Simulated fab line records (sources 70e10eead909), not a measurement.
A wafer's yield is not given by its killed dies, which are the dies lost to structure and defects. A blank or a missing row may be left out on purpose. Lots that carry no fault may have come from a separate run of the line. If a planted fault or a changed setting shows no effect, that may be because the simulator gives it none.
Matching of chambers    flow nand-harc    NHARC_A_CHANNEL_FILL_D2_ETCHBACK_20 on rie-diel-05: 4 sister chambers
The step etches the open film in C4F8/O2/Ar, target depth 27 nm, time 13.5 s. 8 wafers are shown with their chamber, then 12 later ones without.

WAFERS, EACH WITH ITS CHAMBER
wafer   chamber  rf-vpp-V (V)  oes-product-au (a.u.)
L084.2  3        977           0.996
L086.2  2        970           0.997
L088.1  0        974           1.004
L088.5  2        972           0.989
L088.6  1        973           0.995
L092.1  3        977           0.997
L092.3  1        974           0.993
L092.4  0        975           0.992

WAFERS WITHOUT THEIR CHAMBER
wafer   rf-vpp-V (V)  oes-product-au (a.u.)
L093.1  974           0.985
L093.3  975           0.997
L093.4  975           0.986
L094.1  974           0.978
L094.4  971           0.972
L094.5  978           0.974
L095.1  972           0.956
L095.4  974           0.956
L095.5  972           0.953
L096.2  973           0.978
L096.3  977           0.992
L096.6  970           0.975

THE CHAMBER EACH PASSED THROUGH
wafer   from the rows above                in truth
L093.1  can't be placed: 1 or 0 or 2       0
L093.3  can't be placed: 0 or 1 or 3       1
L093.4  can't be placed: 1 or 0 or 3       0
L094.1  can't be placed: 1 or 0 or 2 or 3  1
L094.4  can't be placed: 2 or 1            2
L094.5  can't be placed: 3 or 0 or 1       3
L095.1  can't be placed: 2 or 1 or 0       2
L095.4  can't be placed: 1 or 2 or 0 or 3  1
L095.5  can't be placed: 2 or 1 or 0       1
L096.2  can't be placed: 1 or 2 or 0       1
L096.3  3                                  3
L096.6  can't be placed: 2 or 1            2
Correctly placed: 1 of 12. Unplaceable from these rows: 11, with the true chamber sitting among the candidates in 11. 0 placed wrongly.
How it was worked out, from the rows above alone: a wafer's distance from a chamber is the root of the sum, over the readings, of the square of ((its reading less the chamber's mean) divided by the reading's scatter). If the next closest chamber is less than 2 further off than the closest, the wafer can't be placed; otherwise it belongs to the closest. Each chamber's mean is taken over the wafers shown for it. The scatter: take each reading less its chamber's mean, square it, sum over the shown wafers, divide by the number of wafers less the number of chambers, and take the root.
